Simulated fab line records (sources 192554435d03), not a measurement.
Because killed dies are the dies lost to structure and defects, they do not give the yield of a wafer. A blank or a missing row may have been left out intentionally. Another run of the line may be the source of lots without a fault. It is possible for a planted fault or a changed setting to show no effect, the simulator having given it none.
Split-lot experiment || flow n5_finfet || 39 wafers read across 7 lots, on a route 1938 steps long

## SPLIT DETAILS
At N5_MOL_CONTACT_COAG_ETCH_67 (etches SOC in N2/H2, target depth 60 nm, overetch 21 nm, time 101.2 s), the setting source_w was moved away from the recipe's 840 W on 9 of the 39 wafers read, by -9.9% to +11.9%. For the rest of the wafers, this setting stayed at what the recipe calls for.

The reading is taken at the split's own step.

## THE READING
rf_vpp_V, in V, at N5_MOL_CONTACT_COAG_ETCH_67 (etches SOC in N2/H2, target depth 60 nm, overetch 21 nm, time 101.2 s). Fault-free wafers of this fab line usually give 525.3 V, standard deviation 2.4 V.

{"wafer": "L075.1", "tool, chamber at the split": "rie_diel-06, 0", "source_w as run, W": 840, "against the recipe": "recipe", "rf_vpp_V, V": 528.8, "against lot-mates on the recipe": "-"}
{"wafer": "L075.2", "tool, chamber at the split": "rie_diel-06, 1", "source_w as run, W": 840, "against the recipe": "recipe", "rf_vpp_V, V": 522.0, "against lot-mates on the recipe": "-"}
{"wafer": "L075.3", "tool, chamber at the split": "rie_diel-06, 2", "source_w as run, W": 840, "against the recipe": "recipe", "rf_vpp_V, V": 526.2, "against lot-mates on the recipe": "-"}
{"wafer": "L075.4", "tool, chamber at the split": "rie_diel-06, 2", "source_w as run, W": 840, "against the recipe": "recipe", "rf_vpp_V, V": 526.2, "against lot-mates on the recipe": "-"}
{"wafer": "L075.5", "tool, chamber at the split": "rie_diel-06, 1", "source_w as run, W": 840, "against the recipe": "recipe", "rf_vpp_V, V": 521.5, "against lot-mates on the recipe": "-"}
{"wafer": "L075.6", "tool, chamber at the split": "rie_diel-06, 0", "source_w as run, W": 840, "against the recipe": "recipe", "rf_vpp_V, V": 529.0, "against lot-mates on the recipe": "-"}
{"wafer": "L076.1", "tool, chamber at the split": "rie_diel-06, 1", "source_w as run, W": 840, "against the recipe": "recipe", "rf_vpp_V, V": 523.4, "against lot-mates on the recipe": "-"}
{"wafer": "L076.2", "tool, chamber at the split": "rie_diel-06, 0", "source_w as run, W": 939.7, "against the recipe": "+11.9%", "rf_vpp_V, V": 509.1, "against lot-mates on the recipe": -16.0}
{"wafer": "L076.3", "tool, chamber at the split": "rie_diel-06, 2", "source_w as run, W": 840, "against the recipe": "recipe", "rf_vpp_V, V": 525.5, "against lot-mates on the recipe": "-"}
{"wafer": "L076.4", "tool, chamber at the split": "rie_diel-06, 0", "source_w as run, W": 840, "against the recipe": "recipe", "rf_vpp_V, V": 526.5, "against lot-mates on the recipe": "-"}
{"wafer": "L076.5", "tool, chamber at the split": "rie_diel-06, 1", "source_w as run, W": 939.7, "against the recipe": "+11.9%", "rf_vpp_V, V": 502.4, "against lot-mates on the recipe": -22.7}
{"wafer": "L076.6", "tool, chamber at the split": "rie_diel-06, 2", "source_w as run, W": 939.7, "against the recipe": "+11.9%", "rf_vpp_V, V": 504.7, "against lot-mates on the recipe": -20.4}
{"wafer": "L078.1", "tool, chamber at the split": "rie_diel-02, 1", "source_w as run, W": 884.1, "against the recipe": "+5.2%", "rf_vpp_V, V": 516.3, "against lot-mates on the recipe": -7.1}
{"wafer": "L078.2", "tool, chamber at the split": "rie_diel-02, 0", "source_w as run, W": 884.1, "against the recipe": "+5.2%", "rf_vpp_V, V": 514.3, "against lot-mates on the recipe": -9.1}
{"wafer": "L078.3", "tool, chamber at the split": "rie_diel-02, 2", "source_w as run, W": 840, "against the recipe": "recipe", "rf_vpp_V, V": 523.6, "against lot-mates on the recipe": "-"}
{"wafer": "L078.4", "tool, chamber at the split": "rie_diel-02, 3", "source_w as run, W": 840, "against the recipe": "recipe", "rf_vpp_V, V": 524.9, "against lot-mates on the recipe": "-"}
{"wafer": "L078.5", "tool, chamber at the split": "rie_diel-02, 3", "source_w as run, W": 884.1, "against the recipe": "+5.2%", "rf_vpp_V, V": 515.8, "against lot-mates on the recipe": -7.6}
{"wafer": "L078.6", "tool, chamber at the split": "rie_diel-02, 0", "source_w as run, W": 840, "against the recipe": "recipe", "rf_vpp_V, V": 521.7, "against lot-mates on the recipe": "-"}
{"wafer": "L079.1", "tool, chamber at the split": "rie_diel-06, 2", "source_w as run, W": 840, "against the recipe": "recipe", "rf_vpp_V, V": 526.6, "against lot-mates on the recipe": "-"}
{"wafer": "L079.2", "tool, chamber at the split": "rie_diel-06, 0", "source_w as run, W": 840, "against the recipe": "recipe", "rf_vpp_V, V": 528.1, "against lot-mates on the recipe": "-"}
{"wafer": "L079.3", "tool, chamber at the split": "rie_diel-06, 1", "source_w as run, W": 840, "against the recipe": "recipe", "rf_vpp_V, V": 523.2, "against lot-mates on the recipe": "-"}
{"wafer": "L079.4", "tool, chamber at the split": "rie_diel-06, 1", "source_w as run, W": 840, "against the recipe": "recipe", "rf_vpp_V, V": 521.8, "against lot-mates on the recipe": "-"}
{"wafer": "L079.5", "tool, chamber at the split": "rie_diel-06, 2", "source_w as run, W": 840, "against the recipe": "recipe", "rf_vpp_V, V": 526.6, "against lot-mates on the recipe": "-"}
{"wafer": "L079.6", "tool, chamber at the split": "rie_diel-06, 0", "source_w as run, W": 840, "against the recipe": "recipe", "rf_vpp_V, V": 527.6, "against lot-mates on the recipe": "-"}
{"wafer": "L090.4", "tool, chamber at the split": "rie_diel-02, 2", "source_w as run, W": 840, "against the recipe": "recipe", "rf_vpp_V, V": 523.5, "against lot-mates on the recipe": "-"}
{"wafer": "L090.5", "tool, chamber at the split": "rie_diel-02, 0", "source_w as run, W": 840, "against the recipe": "recipe", "rf_vpp_V, V": 523.2, "against lot-mates on the recipe": "-"}
{"wafer": "L090.6", "tool, chamber at the split": "rie_diel-02, 3", "source_w as run, W": 840, "against the recipe": "recipe", "rf_vpp_V, V": 525.7, "against lot-mates on the recipe": "-"}
{"wafer": "L096.1", "tool, chamber at the split": "rie_diel-03, 3", "source_w as run, W": 756.6, "against the recipe": "-9.9%", "rf_vpp_V, V": 544.0, "against lot-mates on the recipe": "+16.9"}
{"wafer": "L096.2", "tool, chamber at the split": "rie_diel-03, 0", "source_w as run, W": 840, "against the recipe": "recipe", "rf_vpp_V, V": 524.7, "against lot-mates on the recipe": "-"}
{"wafer": "L096.3", "tool, chamber at the split": "rie_diel-03, 2", "source_w as run, W": 840, "against the recipe": "recipe", "rf_vpp_V, V": 527.3, "against lot-mates on the recipe": "-"}
{"wafer": "L096.4", "tool, chamber at the split": "rie_diel-03, 1", "source_w as run, W": 840, "against the recipe": "recipe", "rf_vpp_V, V": 529.2, "against lot-mates on the recipe": "-"}
{"wafer": "L096.5", "tool, chamber at the split": "rie_diel-03, 1", "source_w as run, W": 756.6, "against the recipe": "-9.9%", "rf_vpp_V, V": 547.6, "against lot-mates on the recipe": "+20.5"}
{"wafer": "L096.6", "tool, chamber at the split": "rie_diel-03, 0", "source_w as run, W": 756.6, "against the recipe": "-9.9%", "rf_vpp_V, V": 543.0, "against lot-mates on the recipe": "+15.9"}
{"wafer": "L097.1", "tool, chamber at the split": "rie_diel-03, 2", "source_w as run, W": 840, "against the recipe": "recipe", "rf_vpp_V, V": 528.6, "against lot-mates on the recipe": "-"}
{"wafer": "L097.2", "tool, chamber at the split": "rie_diel-03, 1", "source_w as run, W": 840, "against the recipe": "recipe", "rf_vpp_V, V": 528.4, "against lot-mates on the recipe": "-"}
{"wafer": "L097.3", "tool, chamber at the split": "rie_diel-03, 3", "source_w as run, W": 840, "against the recipe": "recipe", "rf_vpp_V, V": 525.9, "against lot-mates on the recipe": "-"}
{"wafer": "L097.4", "tool, chamber at the split": "rie_diel-03, 0", "source_w as run, W": 840, "against the recipe": "recipe", "rf_vpp_V, V": 524.4, "against lot-mates on the recipe": "-"}
{"wafer": "L097.5", "tool, chamber at the split": "rie_diel-03, 3", "source_w as run, W": 840, "against the recipe": "recipe", "rf_vpp_V, V": 525.5, "against lot-mates on the recipe": "-"}
{"wafer": "L097.6", "tool, chamber at the split": "rie_diel-03, 0", "source_w as run, W": 840, "against the recipe": "recipe", "rf_vpp_V, V": 523.2, "against lot-mates on the recipe": "-"}

FIT RESULTS
A straight line over all 39 wafers: rf_vpp_V changes by -1.81 V for each +1% of source_w; r = -0.96; the points scatter about the line by 2.4 V.
The same after taking each lot's own level away (the mean of its wafers on the recipe; 39 wafers): -1.7 V for each +1%; r = -0.96; scatter 2.2 V.
According to that fit, moving source_w by its largest amount changes the reading by 20 V.
The lots' own levels span 523.40 to 527.07 V, that is 1.5 times the standard deviation above.
So the lot-to-lot level changes the slope little: the two slopes agree.
Check: with one of the wafers moved furthest among these (+11.9%) left out of the fit, the line predicts -20.9 V for it against its lot-mates. It came out at -16 V against them.
Tool readings at the split's step, against how far the setting was moved: rf_vpp_V r = -0.96.

## OTHER SPLITS ON THESE WAFERS
Before the reading, these wafers also passed through other splits. Each is held against what the fit with the lots' levels taken away leaves over:
{"other split on the same wafers": "N5_DUMMY_GATE_ETCH_32 time_s", "wafers away from the commonest value": 12, "r with rf_vpp_V (lot level and that fit taken away)": -0.01}
{"other split on the same wafers": "N5_SPACER0_ALD_08 target_thk_a", "wafers away from the commonest value": 18, "r with rf_vpp_V (lot level and that fit taken away)": -0.11}
{"other split on the same wafers": "N5_HKMG_FIN_EXPOSE_09 dose_mj", "wafers away from the commonest value": 9, "r with rf_vpp_V (lot level and that fit taken away)": "+0.04"}

## THE FILE'S OWN FIT
rf_vpp_V changes by -1.69 V for each +1% of source_w, r = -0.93.
